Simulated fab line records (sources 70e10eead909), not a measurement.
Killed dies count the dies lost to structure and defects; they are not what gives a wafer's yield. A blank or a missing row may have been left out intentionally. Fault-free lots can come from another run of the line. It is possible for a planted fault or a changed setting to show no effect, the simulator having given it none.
Chamber matching ; flow nandHarc ; 4 sister chambers for NHARC_A_WL_FILL_ALD_02 on aldMetal-02
The step deposits TiN, target thk 2 nm, pulse time 3 s, ald cycles 100. 4 wafers are shown with their chamber, then 8 later ones without.

WAFERS WITH THEIR CHAMBER
wafer;chamber;heaterPowerW (W)
L088.1;0;962
L088.2;2;904
L088.4;3;1302
L091.4;1;1124

WAFERS MISSING THEIR CHAMBER
wafer;heaterPowerW (W)
L091.5;1314
L091.6;956
L097.1;917
L097.2;1273
L097.6;1083
L096.1;1303
L096.4;1280
L096.5;896

WHICH CHAMBER EACH WENT THROUGH
wafer;from the rows above;in truth
L091.5;3;3
L091.6;0;0
L097.1;can't be placed: 2 or 0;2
L097.2;3;3
L097.6;1;1
L096.1;3;3
L096.4;3;3
L096.5;2;2
Correctly placed: 7 of 8. Not placeable from these rows: 1 (in 1, the candidates include the true chamber). 0 placed wrongly.
How it was worked out, from the rows above alone: a wafer's distance from a chamber is the root of the sum, over the readings, of the square of ((its reading less the chamber's mean) divided by the reading's scatter). If the next closest chamber is less than 2 further off than the closest, the wafer can't be placed; otherwise it belongs to the closest. The mean given for a chamber averages the wafers shown for that chamber. The scatter: with one shown wafer a chamber, the root of the mean of the squares of how far each hidden wafer lies from its nearest shown one.
